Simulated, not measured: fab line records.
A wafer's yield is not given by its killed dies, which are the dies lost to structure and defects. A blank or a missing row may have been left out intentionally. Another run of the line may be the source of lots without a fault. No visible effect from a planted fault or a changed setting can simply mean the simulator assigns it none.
One fault through the eyes of 2 desks ; flow n5_finfet ; numbers are kept per desk, each desk with only its own; the story behind them comes last

AT THE TOOL OWNER'S DESK: rie_metal-03
The tool's own readings at N5_BEOL_M11_HM_OPEN_17 (chemistry Cl2/BCl3, target TiN, target depth 20 nm, overetch 6 nm): means of the sampled wafers that have a number, for each lot that ran on this tool. Marked OUT: a lot whose mean sits more than 4 standard deviations from the usual mean, which makes it out of limits; the brackets give that distance.
Columns: A = drypump_motor_current_A at N5_BEOL_M11_HM_OPEN_17, usual 5.2 A; B = oes_product_au at N5_BEOL_M11_HM_OPEN_17, usual 0.71 a.u.; C = throttle_valve_pct at N5_BEOL_M11_HM_OPEN_17, usual 22.19 %
lot;first seen here;A;B;C
L708;day 12 05:38;5.0;0.71;21.96
L714;day 14 08:04;5.3;0.65;22.23
L718;day 14 20:09;5.0;0.69;21.97
L719;day 15 08:13;5.3;0.67;22.13
This desk found nothing out of limits on any of the 4 lots.

THE DEFECT DESK
Counts from the inspections along the route, per lot, as means over the sampled wafers that have a number. Marked OUT: a lot whose mean sits more than 4 standard deviations from the usual mean, which makes it out of limits; the brackets give that distance.
Columns: A = raw_defect_count at N5_BEOL_M11_INSPECT_30, usual 422
lot;first seen here;A
L708;day 12 07:11;428
L709;day 13 14:54;423
L712;day 13 20:41;407
L713;day 13 20:54;330
L714;day 14 09:11;355
L718;day 14 21:47;377
L719;day 15 11:41;720
L729;day 18 03:02;391
L728;day 18 03:13;573
L731;day 18 13:26;304
This desk found nothing out of limits on any of the 10 lots.

ALL TOGETHER
The tool owner's desk saw nothing out of limits.
No out-of-limits result turned up at the defect desk.

WHAT HAD BEEN PUT IN BY THE SIMULATOR
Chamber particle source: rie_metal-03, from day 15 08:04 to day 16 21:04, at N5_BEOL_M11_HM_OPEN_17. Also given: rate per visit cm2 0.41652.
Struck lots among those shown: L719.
